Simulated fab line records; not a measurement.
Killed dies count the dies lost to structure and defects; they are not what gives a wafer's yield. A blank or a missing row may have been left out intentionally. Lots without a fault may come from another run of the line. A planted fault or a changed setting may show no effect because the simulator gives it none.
Chamber matching :: flow n5 finfet :: rie diel-01 running N5_BEOL_M0_SAQP_STRIP_108: 4 sister chambers
The step strips in N2/H2. 14 wafers are shown with their chamber, then 7 later ones without.

WAFERS, EACH WITH ITS CHAMBER
wafer: L076.2
chamber: 3
throttle valve pct (%): 18.74
showerhead plenum p Torr (Torr): 3.24
oes product au (a.u.): 0.75

wafer: L076.3
chamber: 0
throttle valve pct (%): 18.60
showerhead plenum p Torr (Torr): 3.39
oes product au (a.u.): 0.85

wafer: L076.5
chamber: 3
throttle valve pct (%): 18.73
showerhead plenum p Torr (Torr): 3.24
oes product au (a.u.): 0.75

wafer: L077.1
chamber: 3
throttle valve pct (%): 18.77
showerhead plenum p Torr (Torr): 3.24
oes product au (a.u.): 0.74

wafer: L077.2
chamber: 0
throttle valve pct (%): 18.61
showerhead plenum p Torr (Torr): 3.39
oes product au (a.u.): 0.84

wafer: L077.5
chamber: 2
throttle valve pct (%): 19.34
showerhead plenum p Torr (Torr): 3.32
oes product au (a.u.): 0.70

wafer: L081.2
chamber: 3
throttle valve pct (%): 18.77
showerhead plenum p Torr (Torr): 3.23
oes product au (a.u.): 0.73

wafer: L081.4
chamber: 2
throttle valve pct (%): 19.34
showerhead plenum p Torr (Torr): 3.32
oes product au (a.u.): 0.70

wafer: L081.5
chamber: 2
throttle valve pct (%): 19.34
showerhead plenum p Torr (Torr): 3.32
oes product au (a.u.): 0.70

wafer: L082.1
chamber: 2
throttle valve pct (%): 19.34
showerhead plenum p Torr (Torr): 3.32
oes product au (a.u.): 0.69

wafer: L082.3
chamber: 3
throttle valve pct (%): 18.76
showerhead plenum p Torr (Torr): 3.23
oes product au (a.u.): 0.74

wafer: L082.5
chamber: 0
throttle valve pct (%): 18.64
showerhead plenum p Torr (Torr): 3.39
oes product au (a.u.): 0.83

wafer: L087.3
chamber: 1
throttle valve pct (%): 18.72
showerhead plenum p Torr (Torr): 3.35
oes product au (a.u.): 0.73

wafer: L087.4
chamber: 0
throttle valve pct (%): 18.63
showerhead plenum p Torr (Torr): 3.38
oes product au (a.u.): 0.83

SIGNATURES (averages over the wafers above)
reading: throttle valve pct
chamber 0: 18.6200
chamber 1: 18.7200
chamber 2: 19.3400
chamber 3: 18.7540
scatter within a chamber: 0.0152

reading: showerhead plenum p Torr
chamber 0: 3.3875
chamber 1: 3.3500
chamber 2: 3.3200
chamber 3: 3.2360
scatter within a chamber: 0.00442

reading: oes product au
chamber 0: 0.8375
chamber 1: 0.7300
chamber 2: 0.6975
chamber 3: 0.7420
scatter within a chamber: 0.00794
Rule: a wafer lies at a distance from a chamber equal to the root of the sum of squares, over the readings, of (its reading less the chamber's mean, divided by the reading's scatter). The wafer belongs to the nearest chamber; if the next one is less than 2 further off, it can't be placed. The scatter: take each reading less its chamber's mean, square it, sum over the shown wafers, divide by the number of wafers less the number of chambers, and take the root.

WAFERS WHOSE CHAMBER IS MISSING
wafer: L087.5
throttle valve pct (%): 18.65
showerhead plenum p Torr (Torr): 3.38
oes product au (a.u.): 0.83

wafer: L090.3
throttle valve pct (%): 18.66
showerhead plenum p Torr (Torr): 3.38
oes product au (a.u.): 0.82

wafer: L090.4
throttle valve pct (%): 18.80
showerhead plenum p Torr (Torr): 3.22
oes product au (a.u.): 0.73

wafer: L090.5
throttle valve pct (%): 18.79
showerhead plenum p Torr (Torr): 3.22
oes product au (a.u.): 0.73

wafer: L096.1
throttle valve pct (%): 18.76
showerhead plenum p Torr (Torr): 3.33
oes product au (a.u.): 0.71

wafer: L096.2
throttle valve pct (%): 18.68
showerhead plenum p Torr (Torr): 3.37
oes product au (a.u.): 0.79

wafer: L096.4
throttle valve pct (%): 18.81
showerhead plenum p Torr (Torr): 3.22
oes product au (a.u.): 0.71

WHICH CHAMBER EACH ONE RAN IN
wafer: L087.5
from the rows above: 0
in truth: 0

wafer: L090.3
from the rows above: 0
in truth: 0

wafer: L090.4
from the rows above: 3
in truth: 3

wafer: L090.5
from the rows above: 3
in truth: 3

wafer: L096.1
from the rows above: 1
in truth: 1

wafer: L096.2
from the rows above: can't be placed: 0 or 1
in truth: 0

wafer: L096.4
from the rows above: 3
in truth: 3
Placed correctly: 6 of 7. These rows do not allow placing 1 (true chamber among the candidates in 1). Placed wrongly: 0.
